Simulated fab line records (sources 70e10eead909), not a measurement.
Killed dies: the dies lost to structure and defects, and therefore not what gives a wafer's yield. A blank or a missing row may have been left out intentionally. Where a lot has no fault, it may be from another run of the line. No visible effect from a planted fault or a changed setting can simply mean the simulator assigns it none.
fab line records + flow nand_harc
[record]
- lots = 11
- wafers = 33
- last_day = 33
route steps=1302 shown A_CHANNEL_HOLE_D1@487 A_CHANNEL_FILL_D1@500 A_ONON_D2@545
lots with no fault: from the same line, run without faults
start_h: hours from the record's first day to the start of the lot's first wafer shown + wait_h: hours elapsed since this lot's preceding step + " repeats the value in the row above + L1.1+2: one row covering several wafers at once + - no value, or no start was given + * or withheld: withheld + < > ~ a bound
route shown NAME@n: a module of which the file shows steps, and the number in the route of the first + usual: average and standard deviation across the fault-free wafers + same: alike in all rows + chamber/n: place in a boat + sites: per-site readings + _std_site: standard deviation across them + _edge_site: inner sites' mean taken away from outer sites' mean + radius_mm: how far each site lies from the wafer's centre + mask NAME#n: copy n + behind: the last tool/chamber to shape the wafer + hold: why the lot went on hold/how many hours it stayed there/how the hold came to an end + device: whichever transistor did not switch (one of n, p or np) + end of line: the tests these same wafers got at the end of their route + step lacking rows: just its recipe + killed: the dies lost at the first sort to structure and to defects; this is not the yield of the wafer + map: a wafer's dies, marking killed ones x, the rest . and places with no die _
set.NAME: the setting as run; set.NAME@STEP: as run at that earlier step + model.NAME: the simulator's own value behind a step, which no gauge read
one table for each step of the route and one row for each wafer, over a sample of lots
services: when a tool's chamber went out of use (start_h, in hours from the record's first day, below 0 if earlier), for how many hours, and the reason
[[steps]]
[step NHARC_A_CHANNEL_HOLE_D1_CD_MEAS_30]
[usual]
- cd_nm = 90.4/1.1
| lot.wafer | tool      | chamber | start_h | wait_h | cd_nm |
|-----------|-----------|---------|---------|--------|-------|
| L668.1    | cd_sem-01 | -       | 189.65  | -      | 89.8  |
| L668.2    | "         | -       | "       | "      | 88.8  |
| L668.3    | "         | -       | "       | "      | 90.6  |
| L669.1    | cd_sem-03 | -       | 204.62  | -      | 89.0  |
| L669.2    | "         | -       | "       | "      | 90.5  |
| L669.4    | "         | -       | "       | "      | 90.7  |
| L670.3    | cd_sem-01 | -       | 206.94  | 0.1    | 90.3  |
| L670.5    | "         | -       | "       | "      | 90.6  |
| L670.6    | "         | -       | "       | "      | 90.3  |
| L671.1    | cd_sem-01 | -       | 213.41  | -      | 91.4  |
| L671.2    | "         | -       | "       | "      | 91.5  |
| L671.3    | "         | -       | "       | "      | 91.7  |
| L672.1    | cd_sem-01 | -       | 228.29  | -      | 90.5  |
| L672.4    | "         | -       | "       | "      | 90.8  |
| L672.5    | "         | -       | "       | "      | 90.2  |
| L673.4    | cd_sem-01 | -       | 234.82  | -      | 91.7  |
| L673.5    | "         | -       | "       | "      | 91.2  |
| L673.6    | "         | -       | "       | "      | 90.3  |
| L674.1    | cd_sem-03 | -       | 242.36  | -      | 90.0  |
| L674.2    | "         | -       | "       | "      | 89.9  |
| L674.4    | "         | -       | "       | "      | 89.0  |
| L684.2    | cd_sem-03 | -       | 350.84  | -      | 89.8  |
| L684.3    | "         | -       | "       | "      | 90.2  |
| L684.6    | "         | -       | "       | "      | 90.2  |
| L685.1    | cd_sem-01 | -       | 360.62  | -      | 91.3  |
| L685.3    | "         | -       | "       | "      | 89.7  |
| L685.4    | "         | -       | "       | "      | 91.4  |
| L686.1    | cd_sem-03 | -       | 369.34  | -      | 91.1  |
| L686.5    | "         | -       | "       | "      | 90.3  |
| L686.6    | "         | -       | "       | "      | 90.8  |
| L689.1    | cd_sem-03 | -       | 405.33  | -      | 92.7  |
| L689.4    | "         | -       | "       | "      | 90.9  |
| L689.5    | "         | -       | "       | "      | 91.8  |
[step NHARC_A_CHANNEL_FILL_D1_ETCHBACK_20]
[recipe]
- target_depth_a = 270
- time_s = 13.5
- c4f8_flow_sccm = withheld
- o2_flow_sccm = 8
- ar_flow_sccm = withheld
- rf_w = 600
- bias_w = 1500
- chemistry = C4F8/O2/Ar
[usual]
- oes_product_au = 0.96/0.034
- rf_vpp_V = 976/6
| lot.wafer | tool        | chamber | start_h | wait_h | oes_product_au | rf_hours_counter_h | rf_vpp_V |
|-----------|-------------|---------|---------|--------|----------------|--------------------|----------|
| L668.2    | rie_diel-03 | 1       | 213.46  | -      | 0.92           | 5.8                | 986      |
| L668.1    | "           | 2       | "       | "      | 0.92           | 6.2                | 975      |
| L668.3    | "           | 3       | "       | "      | 0.93           | 6.8                | 975      |
| L669.4    | rie_diel-03 | 0       | 229.24  | -      | 0.92           | 7.2                | 971      |
| L669.1    | "           | 2       | "       | "      | 1.00           | 7.0                | 977      |
| L669.2    | "           | 3       | "       | "      | 0.93           | 7.6                | 974      |
| L670.3    | rie_diel-09 | 0       | 229.25  | -      | 0.91           | 3.0                | 972      |
| L670.5    | "           | 3       | "       | "      | 0.93           | -                  | 984      |
| L670.6    | "           | 0       | "       | "      | 0.92           | -                  | 969      |
| L671.1    | rie_diel-08 | 2       | 238.03  | -      | 1.00           | 2.1                | 976      |
| L671.3    | "           | 0       | "       | "      | 0.99           | 2.8                | 971      |
| L671.2    | "           | 1       | "       | "      | 1.01           | 2.7                | 972      |
| L672.1    | rie_diel-08 | 0       | 252.77  | -      | 0.96           | 3.4                | 970      |
| L672.4    | "           | 1       | "       | "      | 0.98           | 3.3                | 972      |
| L672.5    | "           | 0       | "       | "      | 0.96           | -                  | 971      |
| L673.6    | rie_diel-03 | 3       | 260.45  | -      | 0.92           | -                  | 973      |
| L673.4    | "           | 1       | "       | "      | 0.93           | -                  | 986      |
| L673.5    | "           | 2       | "       | "      | 0.93           | -                  | 977      |
| L674.1    | rie_diel-08 | 3       | 267.93  | -      | 1.00           | 3.8                | 986      |
| L674.4    | "           | 1       | "       | "      | 1.00           | 4.6                | 971      |
| L674.2    | "           | 2       | "       | "      | 1.00           | 3.5                | 975      |
| L684.2    | rie_diel-03 | 1       | 376.53  | -      | 0.99           | 5.3                | 987      |
| L684.3    | "           | 2       | "       | "      | 0.99           | 6.2                | 976      |
| L684.6    | "           | 1       | "       | "      | 1.00           | -                  | 986      |
| L685.4    | rie_diel-03 | 3       | 385.28  | -      | 0.93           | 7.1                | 973      |
| L685.1    | "           | 0       | "       | "      | 0.92           | 6.0                | 970      |
| L685.3    | "           | 1       | "       | "      | 0.94           | 5.7                | 987      |
| L686.1    | rie_diel-08 | 1       | 394.98  | -      | 1.01           | 1.3                | 970      |
| L686.6    | "           | 1       | "       | "      | 1.01           | -                  | 972      |
| L686.5    | "           | 2       | "       | "      | 1.00           | -                  | 976      |
| L689.1    | rie_diel-03 | 2       | 430.23  | -      | 1.00           | 8.6                | 976      |
| L689.4    | "           | 3       | "       | "      | 0.99           | 8.6                | 973      |
| L689.5    | "           | 3       | "       | "      | 1.00           | -                  | 973      |
[step NHARC_A_CHANNEL_FILL_D1_STRIP_29]
[recipe]
- time_s = 20
- o2_flow_sccm = 500
- ar_flow_sccm = 0
- bias_w = 0
- chemistry = O2
[usual]
- drypump_motor_current_A = 5.8/0.46
- mfc_ar_sccm = 0.004/0.0068
- o2_flow_sccm = 500.1/1.6
- oes_product_au = 0.999/0.0078
- rf_vpp_V = 57.6/0.92
- showerhead_plenum_p_Torr = 3.48/0.15
- throttle_valve_pct = 17.035/0.0093
| lot.wafer | tool        | chamber | start_h | wait_h | drypump_motor_current_A | mfc_ar_sccm | o2_flow_sccm | oes_product_au | rf_hours_counter_h | rf_vpp_V | showerhead_plenum_p_Torr | throttle_valve_pct |
|-----------|-------------|---------|---------|--------|-------------------------|-------------|--------------|----------------|--------------------|----------|--------------------------|--------------------|
| L668.1    | rie_diel-09 | 3       | -       | -      | 5.6                     | 0           | 499.8        | 0.999          | 4.4                | 56.0     | 3.64                     | 17.041             |
| L668.3    | "           | 1       | "       | "      | 5.7                     | 0           | 496.7        | 1.004          | 3.0                | 58.3     | 3.58                     | 17.043             |
| L668.2    | "           | 2       | "       | "      | 5.2                     | 0.019       | 498.3        | 0.999          | 4.4                | 57.1     | 3.38                     | 17.042             |
| L670.3    | rie_diel-08 | 2       | -       | -      | 5.6                     | 0.010       | 500.2        | 1.012          | 2.6                | 57.1     | 3.46                     | 17.017             |
| L670.5    | "           | 3       | "       | "      | 5.6                     | 0.002       | 504.4        | 1.000          | -                  | 58.1     | 3.73                     | 17.041             |
| L670.6    | "           | 0       | "       | "      | 6.3                     | 0           | 503.2        | 1.003          | -                  | 57.9     | 3.36                     | 17.038             |
| L669.4    | rie_diel-03 | 3       | -       | -      | 5.4                     | 0           | 499.1        | 1.012          | 8.9                | 57.6     | 3.42                     | 17.031             |
| L669.1    | "           | 1       | "       | "      | 6.1                     | 0.001       | 499.0        | 1.005          | 7.8                | 57.9     | 3.75                     | 17.022             |
| L669.2    | "           | 2       | "       | "      | 5.2                     | 0.002       | 497.2        | 0.994          | 8.1                | 58.3     | 3.48                     | 17.020             |
| L671.2    | rie_diel-03 | 1       | -       | -      | 6.1                     | 0.001       | 498.5        | 1.000          | 8.0                | 58.6     | 3.75                     | 17.052             |
| L671.3    | "           | 2       | "       | "      | 5.2                     | 0.002       | 499.3        | 0.994          | 8.4                | 58.0     | 3.48                     | 17.040             |
| L671.1    | "           | 3       | "       | "      | 5.4                     | 0           | 500.4        | 0.995          | 9.2                | 58.7     | 3.42                     | 17.042             |
| L672.1    | rie_diel-09 | 0       | 272.92  | 0.1    | 6.0                     | 0.022       | 499.8        | 0.992          | 3.8                | 58.9     | 3.33                     | 17.038             |
| L672.4    | "           | 2       | "       | "      | 5.2                     | 0.019       | 501.1        | 0.994          | -                  | 57.6     | 3.38                     | 17.042             |
| L672.5    | "           | 3       | "       | "      | 5.6                     | 0           | 500.4        | 0.995          | -                  | 56.7     | 3.64                     | 17.024             |
| L673.4    | rie_diel-08 | 2       | -       | -      | 5.6                     | 0.010       | 503.0        | 1.003          | 4.4                | 57.8     | 3.46                     | 17.041             |
| L673.5    | "           | 2       | "       | "      | 5.6                     | 0.010       | 501.2        | 1.007          | -                  | 56.7     | 3.46                     | 17.033             |
| L673.6    | "           | 3       | "       | "      | 5.6                     | 0.002       | 499.4        | 1.006          | -                  | 58.2     | 3.72                     | 17.042             |
| L674.1    | rie_diel-09 | 2       | -       | -      | 5.2                     | 0.019       | 502.8        | 0.994          | 6.7                | 57.9     | 3.38                     | 17.039             |
| L674.4    | "           | 3       | "       | "      | 5.6                     | 0           | 499.0        | 1.000          | 6.8                | 56.8     | 3.64                     | 17.042             |
| L674.2    | "           | 0       | "       | "      | 6.0                     | 0.022       | 501.3        | 0.997          | 4.3                | 57.3     | 3.33                     | 17.038             |
| L684.2    | rie_diel-03 | 0       | 394.22  | 0.1    | 6.3                     | 0           | 501.1        | 0.987          | 6.2                | 58.2     | 3.34                     | 17.033             |
| L684.3    | "           | 1       | "       | "      | 6.2                     | 0.001       | 500.6        | 1.000          | 5.9                | 58.6     | 3.75                     | 17.027             |
| L684.6    | "           | 1       | "       | "      | 6.2                     | 0.001       | 500.9        | 0.995          | -                  | 58.0     | 3.75                     | 17.034             |
| L685.3    | rie_diel-03 | 3       | 402.90  | 0.1    | 5.5                     | 0           | 499.4        | 1.008          | 7.4                | 57.5     | 3.41                     | 17.010             |
| L685.1    | "           | 1       | "       | "      | 6.1                     | 0.001       | 500.0        | 1.005          | 6.3                | 60.2     | 3.75                     | 17.024             |
| L685.4    | "           | 0       | "       | "      | 6.4                     | 0           | 496.4        | 1.006          | -                  | 56.7     | 3.34                     | 17.026             |
| L686.1    | rie_diel-08 | 2       | -       | -      | 5.6                     | 0.010       | 500.1        | 0.991          | 2.5                | 57.7     | 3.46                     | 17.023             |
| L686.5    | "           | 1       | "       | "      | 6.8                     | 0           | 498.5        | 1.007          | -                  | 58.0     | 3.35                     | 17.040             |
| L686.6    | "           | 2       | "       | "      | 5.6                     | 0.010       | 503.8        | 0.994          | -                  | 57.2     | 3.46                     | 17.035             |
| L689.4    | rie_diel-09 | 2       | -       | -      | 5.2                     | 0.019       | 500.4        | 0.993          | 6.8                | 56.7     | 3.38                     | 17.034             |
| L689.1    | "           | 0       | "       | "      | 6.0                     | 0.022       | 504.1        | 0.987          | 6.2                | 56.5     | 3.33                     | 17.019             |
| L689.5    | "           | 3       | "       | "      | 5.6                     | 0           | 500.7        | 1.000          | -                  | 57.4     | 3.63                     | 17.037             |
[step NHARC_A_ONON_D2_DEP_00]
[recipe]
- target_thk_a = 10000
- n2_flow_sccm = 2750
- n2o_flow_sccm = 2000
- nh3_flow_sccm = 500
- sih4_flow_sccm = 210
- temp_c = 400
[usual]
- nh3_flow_sccm = 500.0/1.5
| lot.wafer | tool          | chamber | start_h | wait_h | nh3_flow_sccm |
|-----------|---------------|---------|---------|--------|---------------|
| L668.1    | pecvd_onon-03 | 0       | 273.57  | 0.1    | 499.3         |
| L668.2    | "             | 0       | "       | "      | 499.5         |
| L668.3    | "             | 0       | "       | "      | 499.7         |
| L669.1    | pecvd_onon-03 | 0       | 283.79  | 0.1    | 499.5         |
| L669.2    | "             | 0       | "       | "      | 499.9         |
| L669.4    | "             | 0       | "       | "      | 500.5         |
| L670.3    | pecvd_onon-01 | 0       | 283.90  | 0.2    | 500.6         |
| L670.5    | "             | 0       | "       | "      | 500.9         |
| L670.6    | "             | 0       | "       | "      | 500.8         |
| L671.1    | pecvd_onon-01 | 0       | 297.64  | 0.1    | 502.5         |
| L671.2    | "             | 0       | "       | "      | 501.2         |
| L671.3    | "             | 0       | "       | "      | 500.3         |
| L672.1    | pecvd_onon-03 | 0       | 311.94  | 0.1    | 501.6         |
| L672.4    | "             | 0       | "       | "      | 498.8         |
| L672.5    | "             | 0       | "       | "      | 499.3         |
| L673.4    | pecvd_onon-01 | 0       | 324.23  | 0.2    | 499.7         |
| L673.5    | "             | 0       | "       | "      | 500.0         |
| L673.6    | "             | 0       | "       | "      | 499.5         |
| L674.1    | pecvd_onon-01 | 0       | 330.71  | 0.1    | 498.7         |
| L674.2    | "             | 0       | "       | "      | 500.2         |
| L674.4    | "             | 0       | "       | "      | 499.9         |
| L684.2    | pecvd_onon-01 | 0       | 436.55  | 0.1    | 499.2         |
| L684.3    | "             | 0       | "       | "      | 499.0         |
| L684.6    | "             | 0       | "       | "      | 499.1         |
| L685.1    | pecvd_onon-01 | 0       | 442.09  | 0.1    | 500.4         |
| L685.3    | "             | 0       | "       | "      | 501.1         |
| L685.4    | "             | 0       | "       | "      | 499.5         |
| L686.1    | pecvd_onon-04 | 0       | 460.90  | 0.1    | 501.9         |
| L686.5    | "             | 0       | "       | "      | 502.1         |
| L686.6    | "             | 0       | "       | "      | 502.2         |
| L689.1    | pecvd_onon-04 | 0       | 490.89  | 0.1    | 501.8         |
| L689.4    | "             | 0       | "       | "      | 504.3         |
| L689.5    | "             | 0       | "       | "      | 500.0         |
[step NHARC_A_ONON_D2_THK_MEAS_02]
[recipe]
- thk_meas_gauge = ellipsometry
[usual]
- thk_nm = 999/10
| lot.wafer | tool          | chamber | start_h | wait_h | thk_nm |
|-----------|---------------|---------|---------|--------|--------|
| L668.1    | film_metro-01 | -       | 274.07  | -      | 987    |
| L668.2    | "             | -       | "       | "      | 989    |
| L668.3    | "             | -       | "       | "      | 989    |
| L670.3    | film_metro-01 | -       | 284.30  | -      | 994    |
| L670.5    | "             | -       | "       | "      | 994    |
| L670.6    | "             | -       | "       | "      | 996    |
| L669.1    | film_metro-02 | -       | 284.30  | -      | 997    |
| L669.2    | "             | -       | "       | "      | 995    |
| L669.4    | "             | -       | "       | "      | 997    |
| L671.1    | film_metro-02 | -       | 298.14  | -      | 992    |
| L671.2    | "             | -       | "       | "      | 993    |
| L671.3    | "             | -       | "       | "      | 991    |
| L672.1    | film_metro-02 | -       | 312.45  | -      | 982    |
| L672.4    | "             | -       | "       | "      | 980    |
| L672.5    | "             | -       | "       | "      | 980    |
| L673.4    | film_metro-01 | -       | 324.57  | -      | 1014   |
| L673.5    | "             | -       | "       | "      | 1017   |
| L673.6    | "             | -       | "       | "      | 1015   |
| L674.1    | film_metro-01 | -       | 331.22  | -      | 1005   |
| L674.2    | "             | -       | "       | "      | 1003   |
| L674.4    | "             | -       | "       | "      | 1004   |
| L684.2    | film_metro-02 | -       | 437.00  | -      | 740    |
| L684.3    | "             | -       | "       | "      | 988    |
| L684.6    | "             | -       | "       | "      | 990    |
| L685.1    | film_metro-01 | -       | 442.60  | -      | 766    |
| L685.3    | "             | -       | "       | "      | 1013   |
| L685.4    | "             | -       | "       | "      | 1016   |
| L686.1    | film_metro-02 | -       | 461.41  | -      | 1003   |
| L686.5    | "             | -       | "       | "      | 1001   |
| L686.6    | "             | -       | "       | "      | 1002   |
| L689.1    | film_metro-01 | -       | 491.40  | -      | 1007   |
| L689.4    | "             | -       | "       | "      | 1006   |
| L689.5    | "             | -       | "       | "      | 1008   |
[[services]]
| tool          | chamber | start_h | hours | kind   |
|---------------|---------|---------|-------|--------|
| rie_diel-03   | 1       | 189.58  | 4.1   | repair |
| rie_diel-08   | -       | 190.80  | 9.0   | pm     |
| rie_diel-08   | 2       | 204.44  | 10.2  | repair |
| rie_diel-03   | 0       | 208.23  | 8.5   | repair |
| rie_diel-03   | -       | 214.31  | 0.3   | repair |
| rie_diel-08   | 2       | 220.67  | 1.7   | repair |
| rie_diel-08   | -       | 224.62  | 0.6   | repair |
| rie_diel-09   | 0       | 234.83  | 13.7  | repair |
| rie_diel-08   | 3       | 237.17  | 5.4   | repair |
| rie_diel-03   | 0       | 259.78  | 7.5   | repair |
| pecvd_onon-01 | -       | 269.31  | 13.0  | pm     |
| rie_diel-03   | -       | 281.34  | 9.0   | pm     |
| rie_diel-09   | 2       | 289.02  | 3.7   | repair |
| rie_diel-09   | 1       | 289.32  | 8.3   | repair |
| rie_diel-03   | -       | 344.68  | 1.2   | repair |
| rie_diel-08   | 1       | 354.29  | 1.7   | repair |
| rie_diel-08   | 1       | 364.16  | 1.2   | repair |
| rie_diel-08   | -       | 367.80  | 9.0   | pm     |
| rie_diel-03   | 3       | 389.81  | 8.4   | repair |
| rie_diel-03   | 2       | 400.46  | 5.3   | repair |
| rie_diel-03   | 0       | 412.67  | 4.8   | repair |
| pecvd_onon-01 | -       | 450.31  | 13.0  | pm     |
| rie_diel-08   | -       | 456.37  | 0.8   | repair |
| rie_diel-03   | -       | 458.34  | 9.0   | pm     |
[[key]]
[first_sign]
- step = NHARC_A_ONON_D2_THK_MEAS_02
- reading = thk_nm
- direction = down
- sigmas = 24
- usual = 999
- struck = 753
effect none on later readings
met_at NHARC_A_ONON_D2_DEP_00
struck_lots L684,L685
struck_wafers L684.2,L685.1
tester_left_out L684,L685
not_acting_at NHARC_A_CHANNEL_HOLE_D1_CD_MEAS_30,NHARC_A_CHANNEL_FILL_D1_ETCHBACK_20,NHARC_A_CHANNEL_FILL_D1_STRIP_29
onset_between 330.71 436.55
[fault]
- kind = process_parameter_drift
- tool = pecvd_onon-01
- chamber = -
- onset_h = 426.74
- steps = NHARC_A_ONON_D2_DEP_00
- channel = target_thk_a
- offset = *
- shape = step
- end_h = 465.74
- scope = struck_wafers_only
- acts_in = *
- stated = *
// tester_left_out: of these lots the tester's yield and bins aren't shown, on N5 and GAA mostly nor the transistor test; their killed dies are dies lost to structure and defects alone, not to doping, threshold or leakage, so they don't give the yield
